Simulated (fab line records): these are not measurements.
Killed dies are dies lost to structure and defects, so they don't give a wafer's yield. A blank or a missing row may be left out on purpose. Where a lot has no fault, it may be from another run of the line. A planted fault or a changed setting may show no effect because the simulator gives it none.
Which tool is to blame? || flow nandHarc || 14 lots with 40 wafers sampled at 5 steps, on a route of 1302 steps

WHAT THE GAUGES SHOWED, per wafer
NHARC_THIN_TSV_CD_MEAS_37. Usual: cdNm reads 4999.9 nm (standard deviation 2.3).
{"lot": "L557", "measured": "day 23 17:17", "on": "cdSem-01", "cdNm (nm)": "5000.9 4997.2 4998.6", "flag": ""}
{"lot": "L558", "measured": "day 24 20:22", "on": "cdSem-03", "cdNm (nm)": "4999.4 5000.8 4998.5", "flag": ""}
{"lot": "L560", "measured": "day 24 19:11", "on": "cdSem-03", "cdNm (nm)": "5001.3 4997.5 5001.3", "flag": ""}
{"lot": "L559", "measured": "day 25 02:43", "on": "cdSem-03", "cdNm (nm)": "5000.4 5004.3 4999.3", "flag": ""}
{"lot": "L561", "measured": "day 25 16:00", "on": "cdSem-03", "cdNm (nm)": "5002.2 5004.7 5002.7", "flag": ""}
{"lot": "L562", "measured": "day 26 10:23", "on": "cdSem-02", "cdNm (nm)": "5002.0 4996.6 4998.1", "flag": ""}
{"lot": "L564", "measured": "day 26 17:21", "on": "cdSem-02", "cdNm (nm)": "4997.6 4999.7 4997.9", "flag": ""}
{"lot": "L563", "measured": "day 26 21:43", "on": "cdSem-03", "cdNm (nm)": "4999.1 4996.8 4995.5", "flag": ""}
{"lot": "L566", "measured": "day 27 06:38", "on": "cdSem-01", "cdNm (nm)": "4999.1 5000.0 5000.0", "flag": ""}
{"lot": "L565", "measured": "day 27 07:39", "on": "cdSem-02", "cdNm (nm)": "4998.3 5001.5 4998.5", "flag": ""}
{"lot": "L569", "measured": "day 29 06:49", "on": "cdSem-03", "cdNm (nm)": 4999.3, "flag": ""}
{"lot": "L578", "measured": "day 33 00:11", "on": "cdSem-02", "cdNm (nm)": "4995.0 5000.7 4998.6", "flag": ""}
{"lot": "L580", "measured": "day 34 00:23", "on": "cdSem-01", "cdNm (nm)": "5002.8 5003.9 4999.5", "flag": ""}

NHARC_END_SORT_01. Usual: killedAtArray 54, standard deviation 17; killedAtOther 1.0, standard deviation 1.4; killedAtPeriphery 3.6, standard deviation 2.1; killedDies 58, standard deviation 17; killedOpen 3.2, standard deviation 2; killedShort 2.5, standard deviation 1.5.
{"lot": "L569", "measured": "day 29 15:43", "on": "prober-01", "killedAtArray": "609 24", "killedAtOther": "0 2", "killedAtPeriphery": "3 5", "killedDies": "612 31", "killedOpen": "0 8", "killedShort": "1 3", "flag": "OFF"}
{"lot": "L572", "measured": "day 30 15:43", "on": "prober-01", "killedAtArray": "626 640", "killedAtOther": "0 0", "killedAtPeriphery": "6 6", "killedDies": "632 646", "killedOpen": "5 2", "killedShort": "3 3", "flag": "OFF"}

TOOL THAT RAN EACH LOT (tool first, then ch and the chambers of the sampled wafers, then the start)
{"lot": "L557", "NHARC_A_CONTACT_DEP_84": "aclDep-01 ch 0, day 21 19:26", "NHARC_THIN_TSV_DEP_47": "pecvd-02 ch 1,2, day 23 11:52", "NHARC_THIN_TSV_DEGAS_53": "pvdSputter-03, day 23 14:47"}
{"lot": "L558", "NHARC_A_CONTACT_DEP_84": "aclDep-02 ch 0, day 22 23:01", "NHARC_THIN_TSV_DEP_47": "pecvd-03 ch 0,2, day 24 14:43", "NHARC_THIN_TSV_DEGAS_53": "pvdSputter-02, day 24 17:46"}
{"lot": "L560", "NHARC_A_CONTACT_DEP_84": "aclDep-03 ch 0, day 23 00:23", "NHARC_THIN_TSV_DEP_47": "pecvd-01 ch 0,1,2, day 24 13:41", "NHARC_THIN_TSV_DEGAS_53": "pvdSputter-01, day 24 16:35"}
{"lot": "L559", "NHARC_A_CONTACT_DEP_84": "aclDep-03 ch 0, day 23 06:23", "NHARC_THIN_TSV_DEP_47": "pecvd-02 ch 0,1,2, day 24 21:10", "NHARC_THIN_TSV_DEGAS_53": "pvdSputter-01, day 25 00:07"}
{"lot": "L561", "NHARC_A_CONTACT_DEP_84": "aclDep-01 ch 0, day 23 19:55", "NHARC_THIN_TSV_DEP_47": "pecvd-02 ch 0,1,2, day 25 10:35", "NHARC_THIN_TSV_DEGAS_53": "pvdSputter-03, day 25 13:26"}
{"lot": "L562", "NHARC_A_CONTACT_DEP_84": "aclDep-03 ch 0, day 24 14:26", "NHARC_THIN_TSV_DEP_47": "pecvd-03 ch 1,2, day 26 05:00", "NHARC_THIN_TSV_DEGAS_53": "pvdSputter-03, day 26 07:55"}
{"lot": "L564", "NHARC_A_CONTACT_DEP_84": "aclDep-02 ch 0, day 24 20:12", "NHARC_THIN_TSV_DEP_47": "pecvd-03 ch 0,1, day 26 11:53", "NHARC_THIN_TSV_DEGAS_53": "pvdSputter-02, day 26 14:46"}
{"lot": "L563", "NHARC_A_CONTACT_DEP_84": "aclDep-03 ch 0, day 25 00:19", "NHARC_THIN_TSV_DEP_47": "pecvd-01 ch 0,1,2, day 26 16:21", "NHARC_THIN_TSV_DEGAS_53": "pvdSputter-03, day 26 19:11"}
{"lot": "L566", "NHARC_A_CONTACT_DEP_84": "aclDep-03 ch 0, day 25 08:19", "NHARC_THIN_TSV_DEP_47": "pecvd-02 ch 0,1, day 27 01:01", "NHARC_THIN_TSV_DEGAS_53": "pvdSputter-03, day 27 03:59"}
{"lot": "L565", "NHARC_A_CONTACT_DEP_84": "aclDep-02 ch 0, day 25 12:38", "NHARC_THIN_TSV_DEP_47": "pecvd-03 ch 0,2, day 27 02:13", "NHARC_THIN_TSV_DEGAS_53": "pvdSputter-02, day 27 05:08"}
{"lot": "L569", "NHARC_A_CONTACT_DEP_84": "aclDep-02 ch 0, day 27 10:48", "NHARC_THIN_TSV_DEP_47": "pecvd-03 ch 0, day 29 01:32", "NHARC_THIN_TSV_DEGAS_53": "pvdSputter-01, day 29 04:23"}
{"lot": "L572", "NHARC_A_CONTACT_DEP_84": "aclDep-02 ch 0, day 28 11:06", "NHARC_THIN_TSV_DEP_47": "-", "NHARC_THIN_TSV_DEGAS_53": "-"}
{"lot": "L578", "NHARC_A_CONTACT_DEP_84": "aclDep-02 ch 0, day 31 03:53", "NHARC_THIN_TSV_DEP_47": "pecvd-01 ch 0,1,2, day 32 18:38", "NHARC_THIN_TSV_DEGAS_53": "pvdSputter-02, day 32 21:31"}
{"lot": "L580", "NHARC_A_CONTACT_DEP_84": "aclDep-03 ch 0, day 32 02:56", "NHARC_THIN_TSV_DEP_47": "pecvd-01 ch 0,2, day 33 19:01", "NHARC_THIN_TSV_DEGAS_53": "pvdSputter-02, day 33 21:56"}
- NHARC_A_CONTACT_DEP_84: deposits aC, target thk 2800 nm.
- NHARC_THIN_TSV_DEP_47: deposits SiO2, target thk 200 nm.
- NHARC_THIN_TSV_DEGAS_53: time 60 s.

WHAT THE TOOLS THEMSELVES READ (means of the sampled wafers that have a number; where no wafer has one, the mark that the record gives instead)
NHARC_A_CONTACT_DEP_84. Usual: throttleValvePct reads 35.000 % (standard deviation 0.0089).
{"lot": "L557", "tool": "aclDep-01", "throttleValvePct (%)": 35.001, "flag": ""}
{"lot": "L558", "tool": "aclDep-02", "throttleValvePct (%)": 34.998, "flag": ""}
{"lot": "L560", "tool": "aclDep-03", "throttleValvePct (%)": 34.998, "flag": ""}
{"lot": "L559", "tool": "aclDep-03", "throttleValvePct (%)": 35.005, "flag": ""}
{"lot": "L561", "tool": "aclDep-01", "throttleValvePct (%)": 34.997, "flag": ""}
{"lot": "L562", "tool": "aclDep-03", "throttleValvePct (%)": 34.999, "flag": ""}
{"lot": "L564", "tool": "aclDep-02", "throttleValvePct (%)": 35.001, "flag": ""}
{"lot": "L563", "tool": "aclDep-03", "throttleValvePct (%)": 35.002, "flag": ""}
{"lot": "L566", "tool": "aclDep-03", "throttleValvePct (%)": 34.997, "flag": ""}
{"lot": "L565", "tool": "aclDep-02", "throttleValvePct (%)": 35.006, "flag": ""}
{"lot": "L569", "tool": "aclDep-02", "throttleValvePct (%)": 34.992, "flag": ""}
{"lot": "L572", "tool": "aclDep-02", "throttleValvePct (%)": 34.999, "flag": ""}
{"lot": "L578", "tool": "aclDep-02", "throttleValvePct (%)": 34.996, "flag": ""}
{"lot": "L580", "tool": "aclDep-03", "throttleValvePct (%)": 35.001, "flag": ""}

NHARC_THIN_TSV_DEP_47. Usual: throttleValvePct reads 16.6 % (standard deviation 0.45).
{"lot": "L557", "tool": "pecvd-02", "throttleValvePct (%)": 16.6, "flag": ""}
{"lot": "L558", "tool": "pecvd-03", "throttleValvePct (%)": 16.5, "flag": ""}
{"lot": "L560", "tool": "pecvd-01", "throttleValvePct (%)": 16.0, "flag": ""}
{"lot": "L559", "tool": "pecvd-02", "throttleValvePct (%)": 16.5, "flag": ""}
{"lot": "L561", "tool": "pecvd-02", "throttleValvePct (%)": 16.7, "flag": ""}
{"lot": "L562", "tool": "pecvd-03", "throttleValvePct (%)": 16.9, "flag": ""}
{"lot": "L564", "tool": "pecvd-03", "throttleValvePct (%)": 16.5, "flag": ""}
{"lot": "L563", "tool": "pecvd-01", "throttleValvePct (%)": 16.0, "flag": ""}
{"lot": "L566", "tool": "pecvd-02", "throttleValvePct (%)": 16.2, "flag": ""}
{"lot": "L565", "tool": "pecvd-03", "throttleValvePct (%)": 16.9, "flag": ""}
{"lot": "L569", "tool": "pecvd-03", "throttleValvePct (%)": 16.2, "flag": ""}
{"lot": "L578", "tool": "pecvd-01", "throttleValvePct (%)": 16.3, "flag": ""}
{"lot": "L580", "tool": "pecvd-01", "throttleValvePct (%)": 16.6, "flag": ""}

NHARC_THIN_TSV_DEGAS_53. Usual: heaterPowerW reads 448 W (standard deviation 27).
{"lot": "L557", "tool": "pvdSputter-03", "heaterPowerW (W)": 451, "flag": ""}
{"lot": "L558", "tool": "pvdSputter-02", "heaterPowerW (W)": 466, "flag": ""}
{"lot": "L560", "tool": "pvdSputter-01", "heaterPowerW (W)": 439, "flag": ""}
{"lot": "L559", "tool": "pvdSputter-01", "heaterPowerW (W)": 433, "flag": ""}
{"lot": "L561", "tool": "pvdSputter-03", "heaterPowerW (W)": 455, "flag": ""}
{"lot": "L562", "tool": "pvdSputter-03", "heaterPowerW (W)": 441, "flag": ""}
{"lot": "L564", "tool": "pvdSputter-02", "heaterPowerW (W)": 454, "flag": ""}
{"lot": "L563", "tool": "pvdSputter-03", "heaterPowerW (W)": 441, "flag": ""}
{"lot": "L566", "tool": "pvdSputter-03", "heaterPowerW (W)": 440, "flag": ""}
{"lot": "L565", "tool": "pvdSputter-02", "heaterPowerW (W)": 447, "flag": ""}
{"lot": "L569", "tool": "pvdSputter-01", "heaterPowerW (W)": 414, "flag": ""}
{"lot": "L578", "tool": "pvdSputter-02", "heaterPowerW (W)": 445, "flag": ""}
{"lot": "L580", "tool": "pvdSputter-02", "heaterPowerW (W)": 452, "flag": ""}

THE ANSWER, worked out from the rows above alone
Rule: lot off if the mean of its wafers having a number is beyond 3 standard deviations from the usual mean. A lot without any number at a reading at which 4 lots or more have one is off too. All remaining lots with rows at the step are treated as sound. First the gauges in route order, then the tools' own readings, where a lot's mean is used as printed above. The first step at which some lot is off is used, and at that step the reading that is off furthest; a lot without a number counts as furthest.
Off, at NHARC_END_SORT_01 on killedDies: L569, L572. Neither off nor sound, because the step has no rows for them: L557, L558, L560, L559, L561, L562, L564, L563, L566, L565, L578, L580.
A tool fits if, at a process step before that reading, it ran every lot that is off, and no sound lot after the first of them. The gauges at NHARC_END_SORT_01 are tried like those tools. Can't be told from this: 2 tools fit, aclDep-02 at NHARC_A_CONTACT_DEP_84, prober-01 at NHARC_END_SORT_01.

WHAT HAD BEEN PUT IN BY THE SIMULATOR
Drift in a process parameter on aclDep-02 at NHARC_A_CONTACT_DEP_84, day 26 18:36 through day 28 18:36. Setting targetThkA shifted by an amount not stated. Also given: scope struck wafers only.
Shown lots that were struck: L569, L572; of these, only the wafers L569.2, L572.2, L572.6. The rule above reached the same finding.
